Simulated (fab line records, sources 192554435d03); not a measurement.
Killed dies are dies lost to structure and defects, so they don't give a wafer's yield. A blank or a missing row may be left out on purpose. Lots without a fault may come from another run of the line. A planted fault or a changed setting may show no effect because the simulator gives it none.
Problem report in the 8D (eight disciplines) form, filled by code | flow n5_finfet | the parts of the form that need people (team, actions taken, sign-off) are left out
Where a reading is given only as a bound, like >300, the bound stands for it, and a mean or a difference that rests on one is marked > or <: the true number lies beyond.

1. THE PROBLEM
raw_defect_count at N5_BEOL_M15_INSPECT_30 reads a mean of >300 on 1 wafer of 1 lot; wafers without a fault read 2.2 with a standard deviation of 1.5. That is +99 or more standard deviations from the usual mean.
The step: inspects for defects (macro).
First seen on wafer L655.1, day 16 12:01, on defect_inspect-02. The record holds 33 wafers of 11 lots with a number at this step. Rule for "out", or "out of limits": more than 4 standard deviations from the usual mean. The other wafers with a number count as sound.

2. WHAT IT IS AND WHAT IT IS NOT
question                    | is                | is not
which readings at this step | raw_defect_count  | -
which lots                  | L655              | L640, L642, L643, L644, L645, L646, L651, L652, L658, L661
which wafers of those lots  | L655.1            | L655.2, L655.4
read on which gauges        | defect_inspect-02 | defect_inspect-01
when                        | from day 16 12:01 | up to then (23 sound wafers); but 9 sound wafers of L652, L658, L661 came after

3. SUSPECTS, AND WHAT RULES EACH OUT
Counting: a tool at a process step up to the reading stays a suspect if it ran every lot that is out. Sound lots after the first of them don't rule it out here, since some wafers of a struck lot are sound.
- the gauge at N5_BEOL_M15_INSPECT_30: ruled out. All the wafers that are out were read on defect_inspect-02, but those of them that N5_PASSIVATION_PROBE_49 has rows for are out there too, on other tools.
- wet_bench-05 at N5_BEOL_M15_STRIP_65 (strips in post etch residue remover, time 60 s): kept. It ran the lot that is out, L655 (day 16 10:50); its last sound lot up to then is L645 (day 14 13:11).
Left after counting: wet_bench-05 at N5_BEOL_M15_STRIP_65.

4. THE CAUSE (what the simulator had put in)
Chamber particle source: wet_bench-05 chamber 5, from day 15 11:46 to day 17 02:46, at N5_BEOL_M15_STRIP_65. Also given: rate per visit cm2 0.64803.
Counting left only this tool.

5. THE CHAIN OF EFFECTS, in route order
Each row: a reading whose mean over the struck wafers that have a number lies more than 3 standard deviations from the usual. Only readings for which the record gives a usual standard deviation are gone through. hours: the time from each lot's start at the first step in this table that gives one to its start at this step, as a median over the lots. sigmas: the change in usual standard deviations.
hours | step                    | reading              | usual  | on struck wafers | change | sigmas
0     | N5_BEOL_M15_INSPECT_30  | raw_defect_count     | 2.2    | >300             | >+298  | +99 or more
18    | N5_PASSIVATION_PROBE_49 | defect_limited_yield | 91.0 % | 82.9             | -8.1   | -5.8
18    | N5_PASSIVATION_PROBE_49 | killed_at_M4_up      | 14     | 121              | +107   | +21
18    | N5_PASSIVATION_PROBE_49 | killed_dies          | 106    | 202              | +96    | +5.6
18    | N5_PASSIVATION_PROBE_49 | sort_bin_5_function  | 5.2 %  | 10.6             | +5.4   | +5.6
18    | N5_PASSIVATION_PROBE_49 | sort_n_pass          | 1074   | 978              | -96    | -5.6
18    | N5_PASSIVATION_PROBE_49 | sort_yield_pct       | 91.0 % | 82.9             | -8.1   | -5.8
The process steps in it:
- N5_PASSIVATION_PROBE_49

6. WHAT WOULD HAVE CAUGHT IT SOONER
In this record the first reading out of limits at a measuring or inspecting step was taken at day 16 12:01, 24 hours after the fault began at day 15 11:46.
All the lots that are out (1) had begun N5_BEOL_M15_STRIP_65 on wet_bench-05 by day 16 12:01. A hold on the tool at that time would have spared none of them.
